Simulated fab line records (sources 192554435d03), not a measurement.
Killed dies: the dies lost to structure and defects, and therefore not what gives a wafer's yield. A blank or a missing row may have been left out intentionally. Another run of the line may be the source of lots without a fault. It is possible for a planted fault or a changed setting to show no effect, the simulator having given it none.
Chamber matching -- flow n5Finfet -- rieDiel-04 running N5_BEOL_M4_STRIP_66: 4 sister chambers
The step strips in CF4. 4 wafers are shown with their chamber, then 8 later ones without.

WAFERS PAIRED WITH THEIR CHAMBERS
wafer,chamber,drypumpMotorCurrentA (A)
L084.3,2,5.47
L086.5,3,6.14
L086.6,0,6.21
L090.3,1,5.45

WAFERS MISSING THEIR CHAMBER
wafer,drypumpMotorCurrentA (A)
L090.5,5.43
L090.6,5.46
L095.1,5.44
L095.4,6.21
L095.5,5.41
L094.1,5.43
L094.2,5.41
L094.4,5.46

THE CHAMBER EACH PASSED THROUGH
wafer,from the rows above,in truth
L090.5,can't be placed: 1 or 2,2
L090.6,can't be placed: 1 or 2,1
L095.1,can't be placed: 1 or 2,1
L095.4,0,0
L095.5,can't be placed: 1 or 2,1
L094.1,can't be placed: 1 or 2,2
L094.2,can't be placed: 1 or 2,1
L094.4,can't be placed: 1 or 2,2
1 of 8 placed correctly. These rows do not allow placing 7 (true chamber among the candidates in 7). Number placed wrongly: 0.
How it was worked out, from the rows above alone: a wafer's distance from a chamber is the root of the sum, over the readings, of the square of ((its reading less the chamber's mean) divided by the reading's scatter). If the next closest chamber is less than 2 further off than the closest, the wafer can't be placed; otherwise it belongs to the closest. For every chamber, the mean is computed from those of its wafers that are shown. The scatter: root of mean squared gap, hidden wafer to nearest shown wafer, with one shown wafer a chamber.
